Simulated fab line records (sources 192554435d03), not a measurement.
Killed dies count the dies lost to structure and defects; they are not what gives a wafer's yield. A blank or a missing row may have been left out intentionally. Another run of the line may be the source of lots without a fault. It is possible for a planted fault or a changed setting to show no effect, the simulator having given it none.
Chamber matching | flow n5-finfet | N5_BEOL_M0_SAQP_PECVD_96 on pecvd-01 has 3 sister chambers
The step deposits a-Si from SiH4/He, target thk 45 nm, time 45.2 s. 6 wafers are shown with their chamber, then 8 later ones without.

== WAFERS WITH THEIR CHAMBER ==
wafer  | chamber | throttle-valve-pct (%) | showerhead-vpp-V (V)
L083.2 | 1       | 16.5                   | 557
L083.6 | 1       | 17.0                   | 571
L086.2 | 2       | 17.2                   | 610
L086.3 | 0       | 19.4                   | 651
L086.4 | 2       | 17.4                   | 617
L087.1 | 0       | 19.5                   | 649

== WAFERS WHOSE CHAMBER IS MISSING ==
wafer  | throttle-valve-pct (%) | showerhead-vpp-V (V)
L087.2 | 17.0                   | 572
L087.6 | 16.8                   | 575
L088.2 | 17.3                   | 602
L088.5 | 19.4                   | 663
L088.6 | 16.8                   | 567
L097.4 | 17.3                   | 603
L097.5 | 17.1                   | 576
L097.6 | 19.5                   | 646

== THE CHAMBER EACH PASSED THROUGH ==
wafer  | from the rows above | in truth
L087.2 | 1                   | 1
L087.6 | 1                   | 1
L088.2 | 2                   | 2
L088.5 | 0                   | 0
L088.6 | 1                   | 1
L097.4 | 2                   | 2
L097.5 | 1                   | 1
L097.6 | 0                   | 0
Correct placement for 8 of the 8. From these rows, 0 cannot be placed. Number placed wrongly: 0.
How it was worked out, from the rows above alone: a wafer's distance from a chamber is the root of the sum, over the readings, of the square of ((its reading less the chamber's mean) divided by the reading's scatter). If the next closest chamber is less than 2 further off than the closest, the wafer can't be placed; otherwise it belongs to the closest. A chamber's mean is the mean of its shown wafers. The scatter: take each reading less its chamber's mean, square it, sum over the shown wafers, divide by the number of wafers less the number of chambers, and take the root.
